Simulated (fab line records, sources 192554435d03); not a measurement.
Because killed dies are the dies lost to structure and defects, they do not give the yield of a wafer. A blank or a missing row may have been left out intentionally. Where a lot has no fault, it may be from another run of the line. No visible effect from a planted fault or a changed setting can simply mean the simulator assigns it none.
fab line records	flow n5-finfet	part 2 of 2: steps 4 to 6 of 6
record lots=24	wafers=72	last-day=18
route steps=1938 shown HKMG_FIN@405 GATE_CUT@490
lots that met no fault: taken from a fault-free run of the same line
start-h: start of the lot's first displayed wafer, in hours after the record's first day	wait-h: hours since the lot's step before	" same as the row above	L1.1+2: one row covering several wafers at once	- value missing, or start not given	* or withheld: withheld	< > ~ a bound
route shown NAME@n: names a module that has steps shown in the file, with the first one's number in the route	usual: mean and standard deviation over wafers with no fault	same: alike in all rows	chamber/n: place in a boat	sites: per-site readings	_std_site: the standard deviation of these	_edge_site: the outer-site mean with the inner-site mean subtracted	radius-mm: how far each site lies from the wafer's centre	mask NAME#n: copy n	behind: the most recent tool/chamber to have shaped the wafer	hold: what put the lot on hold/how long, in hours/how the hold closed	device: which transistor (n, p or np) failed to switch	end of line: tests run on the same wafers once the route is complete	where a step has no rows: the recipe by itself	killed: dies that structure and defects cost at the first sort, which is not the same as the wafer's yield	map: the dies of a wafer, with x for killed, . for not killed, _ for no die there
set.NAME: the setting as run; set.NAME@STEP: as run at that earlier step	model.NAME: the simulator's own value behind a step, which no gauge read
one table for each step of the route and one row for each wafer, over a sample of lots
services: when a tool's chamber went out of use (start-h, in hours from the record's first day, below 0 if earlier), for how many hours, and the reason
## steps
# step N5_GATE_CUT_CUT_ETCH_53
# recipe chemistry=SF6/Cl2	target=W	mask-material=SiO2	target-depth-a=792	pressure-mtorr=8	icp-w=900	bias-w=80	SF6_flow_sccm=40	Cl2_flow_sccm=60	ends=cleared
# usual bias-w=79.97/0.24	drypump-motor-current-A=5.6/0.39	etch-rf-on-time-s=25.6/1	he-backside-leak-sccm=3.39/0.22	oes-product-au=0.68/0.12	throttle-valve-pct=28.8/0.3
lot.wafer	tool	chamber	start-h	wait-h	bias-w	drypump-motor-current-A	etch-rf-on-time-s	he-backside-leak-sccm	oes-product-au	rf-hours-counter-h	throttle-valve-pct
L074.1	rie-metal-02	0	82.58	0.1	80.78	5.7	27.2	3.60	0.58	99	29.1
L074.3	"	0	"	"	80.29	5.7	27.1	3.59	0.58	-	29.1
L074.5	"	1	"	"	80.14	5.4	24.3	3.23	0.88	-	28.7
L075.3	rie-metal-02	0	92.20	0.1	79.66	5.7	27.0	3.57	0.58	-	29.1
L075.4	"	1	"	"	80.04	5.4	24.4	3.68	0.87	-	28.7
L075.6	"	1	"	"	80.15	5.4	24.5	3.69	0.88	-	28.7
L076.1	rie-metal-02	1	101.33	0.1	79.69	5.4	24.5	3.50	0.86	7	28.7
L076.3	"	0	"	"	79.77	5.7	27.1	3.65	0.57	-	29.1
L076.6	"	1	"	"	80.05	5.4	24.6	3.51	0.86	-	28.7
L077.1	rie-metal-03	0	108.42	0.1	79.86	4.7	25.2	3.11	0.68	58	29.0
L077.3	"	0	"	"	80.02	4.7	25.2	3.23	0.68	-	29.0
L077.5	"	1	"	"	79.86	5.8	25.8	2.95	0.59	-	28.3
L078.2	rie-metal-01	0	116.90	0.1	80.00	6.4	27.1	3.33	0.53	138	28.8
L078.4	"	0	"	"	80.11	6.4	26.9	3.31	0.53	-	28.8
L078.5	"	0	"	"	79.74	6.4	26.9	3.56	0.53	-	28.8
L079.3	rie-metal-03	1	118.34	0.1	79.68	5.8	25.7	3.16	0.59	-	28.3
L079.4	"	1	"	"	80.14	5.8	25.9	2.95	0.59	-	28.3
L079.6	"	1	"	"	80.00	5.8	25.8	3.18	0.59	-	28.3
L080.1	rie-metal-03	1	122.71	0.1	79.75	5.8	25.5	2.99	0.59	99	28.3
L080.2	"	1	"	"	79.77	5.8	25.5	2.89	0.59	-	28.3
L080.6	"	1	"	"	79.46	5.8	25.6	3.14	0.59	-	28.3
L081.2	rie-metal-02	0	138.37	0.1	79.68	5.7	27.1	3.20	0.57	103	29.1
L081.4	"	0	"	"	79.40	5.7	27.0	3.21	0.57	-	29.1
L081.5	"	1	"	"	80.22	5.4	24.5	3.66	0.85	-	28.7
L082.2	rie-metal-02	0	138.96	0.1	79.99	5.8	27.1	3.55	0.57	104	29.1
L082.4	"	0	"	"	80.01	5.7	27.0	3.42	0.57	-	29.1
L082.6	"	0	"	"	80.02	5.7	27.0	3.41	0.58	-	29.1
L083.2	rie-metal-02	1	142.06	0.1	79.91	5.4	24.4	4.16	0.85	11	28.7
L083.4	"	0	"	"	79.92	5.8	26.9	3.41	0.57	-	29.1
L083.5	"	1	"	"	80.16	5.4	24.3	3.43	0.85	-	28.7
L084.1	rie-metal-01	0	144.75	0.1	80.34	6.4	27.4	3.41	0.52	141	28.9
L084.3	"	0	"	"	79.79	6.4	27.1	3.41	0.52	-	28.9
L084.4	"	1	"	"	80.21	5.9	24.8	3.27	0.76	-	29.1
L085.3	rie-metal-02	1	157.95	0.1	80.00	5.4	24.4	3.50	0.85	-	28.7
L085.5	"	0	"	"	79.87	5.7	26.8	3.61	0.58	-	29.1
L085.6	"	1	"	"	79.84	5.4	24.4	3.27	0.84	-	28.7
L086.1	rie-metal-01	1	165.68	0.1	80.08	5.9	25.0	3.30	0.76	23	29.1
L086.2	"	1	"	"	79.98	5.9	24.9	3.35	0.76	-	29.1
L086.5	"	1	"	"	79.85	5.9	25.1	3.38	0.76	-	29.1
L087.2	rie-metal-01	1	169.89	0.1	80.05	5.9	24.9	3.42	0.76	-	29.1
L087.4	"	1	"	"	79.78	5.9	24.9	3.35	0.75	-	29.1
L087.6	"	1	"	"	79.99	5.9	24.8	3.38	0.76	-	29.1
L088.2	rie-metal-02	1	175.71	0.1	80.15	5.4	24.2	3.41	0.83	13	28.7
L088.3	"	1	"	"	80.08	5.4	24.1	3.29	0.85	-	28.7
L088.5	"	1	"	"	80.00	5.4	24.1	3.45	0.85	-	28.7
L089.2	rie-metal-02	0	178.38	0.1	80.31	5.7	26.8	3.59	0.57	106	29.1
L089.4	"	1	"	"	79.83	5.4	24.5	3.69	0.84	-	28.7
L089.6	"	0	"	"	80.29	5.7	26.8	3.35	0.57	-	29.1
L090.1	rie-metal-02	0	184.16	0.1	79.60	5.7	27.0	3.43	0.57	107	29.1
L090.5	"	1	"	"	79.94	5.4	24.5	3.58	0.84	-	28.7
L090.6	"	0	"	"	79.77	5.7	27.1	3.50	0.57	-	29.1
L091.2	rie-metal-03	1	186.24	0.1	80.42	5.8	26.0	2.97	0.58	106	28.3
L091.4	"	1	"	"	80.05	5.8	25.9	3.05	0.58	-	28.3
L091.6	"	0	"	"	79.94	4.7	25.3	3.25	0.67	-	29.0
L092.2	rie-metal-02	1	194.63	0.1	79.99	5.4	24.3	3.47	0.83	14	28.7
L092.5	"	1	"	"	80.02	5.4	24.3	3.45	0.83	-	28.7
L092.6	"	0	"	"	80.11	5.7	27.0	3.53	0.57	-	29.1
L093.3	rie-metal-02	1	200.74	0.1	79.69	5.4	24.4	3.83	0.84	-	28.7
L093.4	"	0	"	"	80.14	5.8	26.9	3.61	0.57	-	29.1
L093.5	"	1	"	"	79.72	5.4	24.5	3.82	0.83	-	28.7
L094.4	rie-metal-03	1	209.42	0.1	80.20	5.8	25.8	3.50	0.57	-	28.3
L094.5	"	0	"	"	80.17	4.7	25.0	3.51	0.66	-	29.0
L094.6	"	1	"	"	79.75	5.8	25.5	3.41	0.58	-	28.3
L095.1	rie-metal-03	1	211.29	0.1	80.07	5.8	25.7	3.13	0.58	108	28.3
L095.5	"	0	"	"	80.23	4.7	25.3	3.32	0.66	-	29.0
L095.6	"	1	"	"	80.20	5.8	26.0	3.30	0.57	-	28.3
L097.1	rie-metal-03	1	225.35	0.1	80.12	5.8	26.0	3.03	0.57	109	28.3
L097.4	"	1	"	"	80.19	5.8	25.8	3.05	0.57	-	28.3
L097.5	"	0	"	"	79.89	4.7	25.4	3.25	0.66	-	29.0
L096.1	rie-metal-01	1	225.87	0.1	79.96	5.9	24.9	3.33	0.75	29	29.1
L096.2	"	0	"	"	80.10	6.4	26.7	3.39	0.83	3	29.0
L096.3	"	1	"	"	79.71	5.9	24.9	3.30	0.74	-	29.1
# step N5_GATE_CUT_VAPOR_ETCH_51
# recipe chemistry=BCl3/Cl2	target=HfO2	mode=isotropic
# usual drypump-motor-current-A=5.6/0.39	he-backside-leak-sccm=3.4/0.35	oes-product-au=0.75/0.13
lot.wafer	tool	chamber	start-h	wait-h	drypump-motor-current-A	he-backside-leak-sccm	oes-product-au
L074.1	rie-metal-02	0	82.82	0.0	5.7	3.5	0.65
L074.3	"	0	"	"	5.7	3.5	0.65
L074.5	"	1	"	"	5.4	3.8	0.95
L075.3	rie-metal-02	0	92.43	0.0	5.7	3.4	0.64
L075.4	"	1	"	"	5.4	3.3	0.95
L075.6	"	1	"	"	5.4	3.5	0.94
L076.1	rie-metal-02	1	101.57	0.0	5.4	3.6	0.94
L076.3	"	0	"	"	5.7	3.6	0.64
L076.6	"	1	"	"	5.4	3.5	0.94
L077.1	rie-metal-03	0	108.66	0.0	4.7	3.0	0.74
L077.3	"	0	"	"	4.7	3.0	0.74
L077.5	"	1	"	"	5.8	3.1	0.65
L078.2	rie-metal-01	0	117.14	0.0	6.4	3.5	0.59
L078.4	"	0	"	"	6.4	3.5	0.59
L078.5	"	0	"	"	6.4	3.6	0.59
L079.3	rie-metal-03	1	118.80	0.1	5.8	2.9	0.65
L079.4	"	1	"	"	5.8	2.9	0.65
L079.6	"	1	"	"	5.8	2.7	0.65
L080.1	rie-metal-03	1	123.19	0.1	5.8	3.2	0.65
L080.2	"	1	"	"	5.8	3.2	0.64
L080.6	"	1	"	"	5.8	2.9	0.65
L081.2	rie-metal-02	0	138.61	0.0	5.7	3.7	0.63
L081.4	"	0	"	"	5.7	3.7	0.63
L081.5	"	1	"	"	5.4	3.7	0.92
L082.2	rie-metal-02	0	139.20	0.0	5.7	3.4	0.63
L082.4	"	0	"	"	5.8	3.4	0.63
L082.6	"	0	"	"	5.7	3.6	0.63
L083.2	rie-metal-02	1	142.30	0.0	5.4	3.6	0.93
L083.4	"	0	"	"	5.7	3.5	0.64
L083.5	"	1	"	"	5.4	3.7	0.93
L084.1	rie-metal-01	0	144.99	0.0	6.4	3.4	0.58
L084.3	"	0	"	"	6.4	3.3	0.58
L084.4	"	1	"	"	5.9	3.3	0.84
L085.3	rie-metal-02	1	158.18	0.0	5.4	3.6	0.93
L085.5	"	0	"	"	5.8	3.6	0.63
L085.6	"	1	"	"	5.4	3.6	0.92
L086.1	rie-metal-01	1	166.16	0.1	5.9	3.2	0.83
L086.2	"	1	"	"	5.9	3.3	0.84
L086.5	"	1	"	"	5.9	3.3	0.82
L087.2	rie-metal-01	1	170.36	0.1	5.9	3.5	0.83
L087.4	"	1	"	"	5.9	3.4	0.83
L087.6	"	1	"	"	5.9	3.4	0.82
L088.2	rie-metal-02	1	175.95	0.0	5.4	3.5	0.91
L088.3	"	1	"	"	5.4	3.7	0.90
L088.5	"	1	"	"	5.4	3.7	0.91
L089.2	rie-metal-02	0	178.62	0.0	5.7	3.5	0.63
L089.4	"	1	"	"	5.4	3.4	0.92
L089.6	"	0	"	"	5.7	3.7	0.63
L090.1	rie-metal-02	0	184.40	0.0	5.7	3.5	0.63
L090.5	"	1	"	"	5.4	3.5	0.89
L090.6	"	0	"	"	5.7	3.7	0.62
L091.2	rie-metal-03	1	186.48	0.0	5.8	3.4	0.64
L091.4	"	1	"	"	5.8	3.4	0.64
L091.6	"	0	"	"	4.7	3.6	0.73
L092.2	rie-metal-02	1	194.87	0.0	5.4	6.5	0.90
L092.5	"	1	"	"	5.4	3.5	0.89
L092.6	"	0	"	"	5.7	3.5	0.62
L093.3	rie-metal-02	1	200.97	0.0	5.4	4.0	0.90
L093.4	"	0	"	"	5.7	3.5	0.63
L093.5	"	1	"	"	5.4	3.7	0.90
L094.4	rie-metal-03	1	209.65	0.0	5.8	3.1	0.63
L094.5	"	0	"	"	4.7	3.4	0.72
L094.6	"	1	"	"	5.8	3.2	0.63
L095.1	rie-metal-03	1	211.53	0.0	5.8	3.4	0.63
L095.5	"	0	"	"	4.7	3.3	0.71
L095.6	"	1	"	"	5.8	3.1	0.63
L097.1	rie-metal-03	1	225.59	0.0	5.8	3.1	0.64
L097.4	"	1	"	"	5.8	3.6	0.63
L097.5	"	0	"	"	4.7	3.3	0.71
L096.1	rie-metal-01	1	226.11	0.0	5.9	3.4	0.82
L096.2	"	0	"	"	6.4	3.2	0.92
L096.3	"	1	"	"	5.9	3.4	0.82
# step N5_GATE_CUT_INSPECT_26
# recipe inspect-instrument=darkfield	mode=post-cmp
# usual raw-defect-count=48/26
lot.wafer	tool	chamber	start-h	wait-h	raw-defect-count
L074.1	defect-inspect-01	-	85.55	0.0	12
L074.3	"	-	"	"	23
L074.5	"	-	"	"	30
L075.3	defect-inspect-01	-	98.95	0.0	33
L075.4	"	-	"	"	23
L075.6	"	-	"	"	36
L076.1	defect-inspect-01	-	106.01	0.0	35
L076.3	"	-	"	"	68
L076.6	"	-	"	"	64
L077.1	defect-inspect-01	-	111.39	0.0	71
L077.3	"	-	"	"	48
L077.5	"	-	"	"	33
L078.2	defect-inspect-02	-	119.87	0.0	60
L078.4	"	-	"	"	38
L078.5	"	-	"	"	33
L079.3	defect-inspect-02	-	121.54	0.0	71
L079.4	"	-	"	"	28
L079.6	"	-	"	"	35
L080.1	defect-inspect-01	-	126.07	0.0	22
L080.2	"	-	"	"	27
L080.6	"	-	"	"	30
L081.2	defect-inspect-02	-	141.34	0.0	50
L081.4	"	-	"	"	38
L081.5	"	-	"	"	41
L082.2	defect-inspect-02	-	142.20	0.0	18
L082.4	"	-	"	"	47
L082.6	"	-	"	"	83
L083.2	defect-inspect-02	-	145.02	0.0	57
L083.4	"	-	"	"	53
L083.5	"	-	"	"	39
L084.1	defect-inspect-02	-	147.72	0.0	56
L084.3	"	-	"	"	29
L084.4	"	-	"	"	40
L085.3	defect-inspect-01	-	160.91	0.0	108
L085.5	"	-	"	"	25
L085.6	"	-	"	"	31
L086.1	defect-inspect-02	-	170.59	0.0	52
L086.2	"	-	"	"	28
L086.5	"	-	"	"	38
L087.2	defect-inspect-02	-	173.11	0.0	56
L087.4	"	-	"	"	36
L087.6	"	-	"	"	85
L088.2	defect-inspect-02	-	178.68	0.0	73
L088.3	"	-	"	"	78
L088.5	"	-	"	"	128
L089.2	defect-inspect-01	-	181.46	0.0	42
L089.4	"	-	"	"	32
L089.6	"	-	"	"	43
L090.1	defect-inspect-02	-	187.75	0.0	92
L090.5	"	-	"	"	55
L090.6	"	-	"	"	60
L091.2	defect-inspect-01	-	189.32	0.0	77
L091.4	"	-	"	"	128
L091.6	"	-	"	"	138
L092.2	defect-inspect-02	-	197.60	0.0	41
L092.5	"	-	"	"	36
L092.6	"	-	"	"	23
L093.3	defect-inspect-02	-	203.69	0.0	22
L093.4	"	-	"	"	50
L093.5	"	-	"	"	22
L094.4	defect-inspect-01	-	212.48	0.0	30
L094.5	"	-	"	"	31
L094.6	"	-	"	"	26
L095.1	defect-inspect-02	-	214.35	0.0	26
L095.5	"	-	"	"	37
L095.6	"	-	"	"	33
L097.1	defect-inspect-01	-	228.35	0.0	27
L097.4	"	-	"	"	37
L097.5	"	-	"	"	20
L096.1	defect-inspect-02	-	228.90	0.0	19
L096.2	"	-	"	"	47
L096.3	"	-	"	"	37
## services
tool	chamber	start-h	hours	kind
rie-metal-01	-	51.64	0.4	repair
plasma-asher-01	-	51.81	2.8	pm
rie-diel-03	1	52.70	4.1	repair
rie-metal-01	-	54.65	2.8	pm
rie-diel-03	2	60.98	1.8	repair
plasma-asher-02	-	84.93	11.0	repair
rie-diel-01	-	87.14	1.0	repair
rie-diel-02	3	87.44	2.6	repair
rie-diel-04	2	109.23	1.6	repair
rie-diel-06	2	112.41	19.7	repair
rie-metal-03	0	118.19	7.1	repair
rie-metal-01	-	128.06	0.1	repair
rie-diel-04	0	138.95	5.4	repair
rie-diel-01	-	141.22	1.0	repair
rie-diel-05	-	143.37	14.6	pm
rie-diel-03	3	149.91	2.5	repair
rie-diel-02	1	177.11	5.9	repair
rie-diel-05	-	180.40	15.6	pm
rie-diel-06	1	184.00	81.3	repair
rie-diel-02	3	191.84	6.5	repair
rie-diel-04	2	198.53	2.8	repair
rie-metal-03	1	200.76	2.8	repair
rie-diel-06	2	218.19	13.6	repair
rie-diel-06	0	220.16	6.2	repair
